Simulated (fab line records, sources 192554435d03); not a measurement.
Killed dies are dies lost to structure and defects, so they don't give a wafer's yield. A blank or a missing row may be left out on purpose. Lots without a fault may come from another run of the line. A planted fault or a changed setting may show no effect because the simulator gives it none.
Chamber matching | flow n5_finfet | N5_HKMG_FIN_CMP_23 on cmp-02: 4 sister chambers
The step polishes, stops on SiNx, t overpolish 10 s, target thk 46.326 nm. 8 wafers are shown with their chamber, then 8 later ones without.

WAFERS WITH THEIR CHAMBER
wafer  | chamber | motor_current_A (A) | overpolish_run_s (s)
L080.1 | 3       | 13.2                | 10.008
L080.4 | 2       | 10.5                | 10.008
L085.1 | 0       | 10.4                | 10.017
L085.2 | 2       | 11.4                | 10.008
L086.1 | 0       | 10.4                | 9.994
L086.3 | 1       | 13.9                | 9.994
L086.4 | 3       | 13.4                | 10.004
L087.3 | 1       | 14.5                | 9.977

WAFERS WITHOUT THEIR CHAMBER
wafer  | motor_current_A (A) | overpolish_run_s (s)
L087.5 | 14.0                | 10.002
L087.6 | 10.6                | 9.975
L095.2 | 10.6                | 9.999
L095.3 | 11.1                | 10.001
L095.6 | 10.2                | 10.001
L096.1 | 13.7                | 9.998
L096.3 | 12.9                | 10.001
L096.5 | 10.7                | 10.004

WHICH CHAMBER EACH WENT THROUGH
wafer  | from the rows above     | in truth
L087.5 | can't be placed: 1 or 3 | 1
L087.6 | can't be placed: 0 or 2 | 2
L095.2 | can't be placed: 0 or 2 | 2
L095.3 | can't be placed: 2 or 0 | 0
L095.6 | can't be placed: 0 or 2 | 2
L096.1 | can't be placed: 3 or 1 | 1
L096.3 | 3                       | 3
L096.5 | can't be placed: 2 or 0 | 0
Placed correctly: 1 of 8. Can't be placed from these rows: 7 (the true chamber is among the candidates in 7). Placed wrongly: 0.
How it was worked out, from the rows above alone: a wafer's distance from a chamber is the root of the sum, over the readings, of the square of ((its reading less the chamber's mean) divided by the reading's scatter). The wafer belongs to the nearest chamber; if the next one is less than 2 further off, it can't be placed. A chamber's mean is the mean of its shown wafers. The scatter: the root of (the sum of the squares of (reading less its chamber's mean) over the shown wafers, divided by (wafers less chambers)).
